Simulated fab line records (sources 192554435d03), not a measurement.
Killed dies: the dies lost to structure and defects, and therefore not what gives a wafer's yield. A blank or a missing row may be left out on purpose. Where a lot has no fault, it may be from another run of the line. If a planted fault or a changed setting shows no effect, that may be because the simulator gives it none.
Problem report, 8D (eight disciplines) form, completed by code / flow n5-finfet / the parts of the form that need people (team, actions taken, sign-off) are left out

## 1. THE PROBLEM
A mean of 319 is read at N5_FIN_CUT_INSPECT_10 for raw-defect-count, taken on 1 wafer of 1 lot, against 47 (standard deviation 15) on wafers free of any fault. Measured from the usual mean, that is +18 standard deviations.
The step: inspects for defects (brightfield).
First seen on wafer L392.5, day 5 10:56, on defect-inspect-02. Wafers with a number at this step in the record: 23, from 8 lots. Rule for "out", or "out of limits": more than 4 standard deviations from the usual mean. All remaining wafers that have a number are taken as sound.

## 2. WHAT THIS IS AND IS NOT
question=which readings at this step | is=raw-defect-count | is not=-
question=which lots | is=L392 | is not=L380, L381, L385, L398, L399, L401, L402
question=which wafers of those lots | is=L392.5 | is not=L392.2, L392.6
question=read on which gauges | is=defect-inspect-02 | is not=defect-inspect-01
question=when | is=from day 5 10:56 | is not=up to then (10 sound wafers); but 12 sound wafers of L398, L399, L401, L402 came after

## 3. THE SUSPECTS, EACH WITH WHAT RULES IT OUT
Counting: if a tool at a process step up to the reading ran every lot that is out, it stays a suspect. Sound lots after the first of them don't rule it out here, since some wafers of a struck lot are sound.
- ruled out: the gauge at N5_FIN_CUT_INSPECT_10. All the wafers that are out were read on defect-inspect-02, but those of them that N5_PASSIVATION_PROBE_49 has rows for are out there too, on other tools.
- ald-sin-02 at N5_FIN_SAQP_ALD_61 (deposits SiO2, target thk 4 nm, pulse time 1 s, purge time 2 s): kept. The lot that is out, L392, ran on it at day 5 03:09; the last sound lot it ran before that was L385, at day 3 08:49.
- rie-si-04 at N5_FIN_SAQP_MANDREL_ETCH_22 (etches a-Si in HBr/Cl2, stops on SiNx, target depth 60 nm, bt time 10 s, time 30 s): kept. The lot that is out, L392, ran on it at day 5 04:46; the last sound lot it ran before that was L385, at day 3 10:22.
- ald-sin-01 at N5_FIN_SAQP_SPACER1_ALD_24 (deposits SiO2, target thk 20.3 nm, pulse time 1 s, purge time 2 s): kept. The lot that is out, L392, ran on it at day 5 05:34; the last sound lot it ran before that was L381, at day 2 11:45.
- Within ald-sin-02 at N5_FIN_SAQP_ALD_61: the wafers that are out ran in chamber 3; their sound lot-mates ran in chambers 0, 1.
- Within rie-si-04 at N5_FIN_SAQP_MANDREL_ETCH_22: the wafers that are out ran in chamber 1; their sound lot-mates ran in chambers 0, 2.
- Within ald-sin-01 at N5_FIN_SAQP_SPACER1_ALD_24: the wafers that are out ran in chamber 2; their sound lot-mates ran in chambers 0, 3.
The count leaves ald-sin-02 at N5_FIN_SAQP_ALD_61, rie-si-04 at N5_FIN_SAQP_MANDREL_ETCH_22, and ald-sin-01 at N5_FIN_SAQP_SPACER1_ALD_24.

## 4. THE CAUSE (what the simulator had put in)
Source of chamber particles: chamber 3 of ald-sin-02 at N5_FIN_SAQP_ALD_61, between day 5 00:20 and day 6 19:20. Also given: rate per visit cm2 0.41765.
This tool is one of the 3 suspects left after counting.

## 5. SEQUENCE OF EFFECTS, ordered by route
Each row: a reading whose mean over the struck wafers that have a number lies more than 3 standard deviations from the usual. Readings are gone through only where the record gives a usual standard deviation; hours: the median, over the lots, of the time from a lot's start at the first step in this table giving one to that lot's start at this step; sigmas: the change measured in usual standard deviations.
hours=0; step=N5_FIN_SAQP_INSPECT_18; reading=raw-defect-count; usual=454; on struck wafers=859; change=+405; sigmas=+3.7
hours=5; step=N5_FIN_SAQP_INSPECT_40; reading=raw-defect-count; usual=251; on struck wafers=537; change=+286; sigmas=+3.5
hours=6; step=N5_FIN_CUT_INSPECT_10; reading=raw-defect-count; usual=47; on struck wafers=319; change=+272; sigmas=+18
hours=8; step=N5_FIN_CUT_INSPECT_17; reading=raw-defect-count; usual=254; on struck wafers=555; change=+301; sigmas=+3.7
hours=266; step=N5_PASSIVATION_PROBE_49; reading=defect-limited-yield; usual=91.6 %; on struck wafers=86.6; change=-5.0; sigmas=-3.6
hours=266; step=N5_PASSIVATION_PROBE_49; reading=killed-at-front-end; usual=36; on struck wafers=109; change=+73; sigmas=+6.1
hours=266; step=N5_PASSIVATION_PROBE_49; reading=killed-dies; usual=99; on struck wafers=158; change=+59; sigmas=+3.7
hours=266; step=N5_PASSIVATION_PROBE_49; reading=sort_bin_5_function; usual=4.9 %; on struck wafers=8.5; change=+3.6; sigmas=+4.0
hours=266; step=N5_PASSIVATION_PROBE_49; reading=sort-n-pass; usual=1081; on struck wafers=1022; change=-59; sigmas=-3.5
hours=266; step=N5_PASSIVATION_PROBE_49; reading=sort-yield-pct; usual=91.6 %; on struck wafers=86.6; change=-5.0; sigmas=-3.6
Here are the process steps it includes:
- N5_PASSIVATION_PROBE_49
At these later measuring or inspecting steps, every struck wafer for which the step has a row has a number for every such reading, and none has moved that far: N5_BEOL_M4_RC_MEAS_101.

## 6. WHAT WOULD HAVE CAUGHT IT SOONER
11 hours passed between the start of the fault at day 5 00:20 and the first reading out of limits at a measuring or inspecting step in this record, taken at day 5 10:56.
Tool readings at N5_FIN_SAQP_ALD_61 with a usual standard deviation given in the record: none out on any struck wafer, hence no alarm at a limit of 4 standard deviations on them.
The start of N5_FIN_SAQP_ALD_61 on ald-sin-02 came by day 5 10:56 for every one of the lots that are out (1). Tool hold at that time: it would have spared none of them.
